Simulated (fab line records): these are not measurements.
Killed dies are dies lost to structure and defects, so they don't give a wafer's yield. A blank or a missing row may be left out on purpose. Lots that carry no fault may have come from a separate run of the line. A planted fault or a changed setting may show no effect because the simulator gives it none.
Code-filled problem report in 8D (eight disciplines) form || flow n5-finfet || the parts of the form that need people (team, actions taken, sign-off) are left out

== 1. WHAT IS WRONG ==
Wafers without a fault read 65.8 s, standard deviation 2.6; time-to-endpoint-s at N5_BEOL_M10_CMP_52 reads a mean of 46.7 s on 4 wafers belonging to 3 lots. That is -7.3 standard deviations from the usual mean.
The step: polishes, stops on SiCOH lowk, t overpolish 7 s, target thk 140 nm.
First observed at day 11 14:16: wafer L608.1, on cmp-03. At this step, 34 wafers from 12 lots have a number in the record. Rule for "out" (also "out of limits"): further than 4 standard deviations from the usual mean. Any other wafer with a number is counted as sound.

== 2. WHAT THIS IS AND IS NOT ==
{"question": "which readings at this step", "is": "time-to-endpoint-s", "is not": "platen-rpm, slurry-filter-dp-kPa"}
{"question": "which lots", "is": "L608, L611, L613", "is not": "L602, L603, L604, L605, L606, L618, L619, L623, L625"}
{"question": "which wafers of those lots", "is": "L608.1, L608.3, L611.1, L613.1", "is not": "L611.2, L613.2, L613.4"}
{"question": "read on which tools", "is": "cmp-01, cmp-03", "is not": "cmp-04"}
{"question": "when", "is": "from day 11 14:16", "is not": "up to then (15 sound wafers); but 15 sound wafers of L611, L613, L618, L619, L623, L625 came after"}

== 3. THE SUSPECTS, EACH WITH WHAT RULES IT OUT ==
Counting: any tool at a process step up to the reading remains a suspect provided it ran every lot that is out. Sound lots after the first of them don't rule it out here, since some wafers of a struck lot are sound.
- ecd-cu-02 at N5_BEOL_M10_ECD_50 (material Cu, target thk 318 nm): kept. Every lot that is out went through it, the first being L608 (day 11 13:47); the last sound lot it ran before that was L605 (day 10 19:46).
After counting, what remains is ecd-cu-02 at N5_BEOL_M10_ECD_50.

== 4. THE CAUSE (what the simulator had put in) ==
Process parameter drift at N5_BEOL_M10_ECD_50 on ecd-cu-02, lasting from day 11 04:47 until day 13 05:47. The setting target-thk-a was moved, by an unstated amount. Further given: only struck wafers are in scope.
This tool alone remained once counting was done.

== 5. THE EFFECT CHAIN, in route order ==
Each row: a reading where the mean over the struck wafers with a number is more than 3 standard deviations away from the usual. Only readings whose record carries a usual standard deviation are examined. hours: median over the lots of the time between each lot's start at the first step of this table that gives one and its start at this step. sigmas: the change, counted in usual standard deviations.
{"hours": 0, "step": "N5_BEOL_M10_CMP_52", "reading": "time-to-endpoint-s", "usual": "65.8 s", "on struck wafers": 46.7, "change": -19.1, "sigmas": -7.3}
Its process steps:
- N5_BEOL_M10_CMP_52: polishes, stops on SiCOH lowk, t overpolish 7 s, target thk 140 nm.
Later steps that measure or inspect, where all struck wafers having a row at the step show a number for every such reading and not one has moved that far: N5_BEOL_M10_THK_MEAS_53.

== 6. WHAT WOULD HAVE CAUGHT IT SOONER ==
In this record no reading fell out of limits until day 11 14:16, 9 hours after the fault had begun at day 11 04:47.
Lots out: 3; of these, L611, L613 started N5_BEOL_M10_ECD_50 on ecd-cu-02 after day 11 14:16. A hold on the tool at that time would have spared those 2.
